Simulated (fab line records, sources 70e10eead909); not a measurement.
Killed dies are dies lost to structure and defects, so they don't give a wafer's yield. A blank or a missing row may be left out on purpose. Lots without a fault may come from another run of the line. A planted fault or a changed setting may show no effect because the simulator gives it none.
Chamber matching | flow nand_harc | NHARC_A_STAIRCASE_DESCUM_291 on rie_diel-13: 4 sister chambers
The step chemistry O2, time 3 s. 4 wafers are shown with their chamber, then 12 later ones without.

WAFERS WITH THEIR CHAMBER
wafer  | chamber | drypump_motor_current_A (A)
L090.1 | 2       | 5.2
L089.2 | 1       | 5.5
L089.3 | 3       | 5.4
L089.5 | 0       | 6.7

WAFERS WITHOUT THEIR CHAMBER
wafer  | drypump_motor_current_A (A)
L092.3 | 5.2
L092.5 | 5.5
L092.6 | 5.2
L093.2 | 5.4
L093.3 | 6.6
L093.4 | 5.5
L096.3 | 6.7
L096.4 | 5.5
L096.6 | 5.2
L097.2 | 5.5
L097.4 | 5.2
L097.5 | 5.2

WHICH CHAMBER EACH WENT THROUGH
wafer  | from the rows above | in truth
L092.3 | 2                   | 2
L092.5 | 1                   | 1
L092.6 | 2                   | 2
L093.2 | 3                   | 3
L093.3 | 0                   | 0
L093.4 | 1                   | 1
L096.3 | 0                   | 0
L096.4 | 1                   | 1
L096.6 | 2                   | 2
L097.2 | 1                   | 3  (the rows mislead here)
L097.4 | 2                   | 2
L097.5 | 2                   | 2
Placed correctly: 11 of 12. Can't be placed from these rows: 0. Placed wrongly: 1.
How it was worked out, from the rows above alone: a wafer's distance from a chamber is the root of the sum, over the readings, of the square of ((its reading less the chamber's mean) divided by the reading's scatter). The wafer belongs to the nearest chamber; if the next one is less than 2 further off, it can't be placed. A chamber's mean is the mean of its shown wafers. The scatter: with one shown wafer a chamber, the root of the mean of the squares of how far each hidden wafer lies from its nearest shown one.
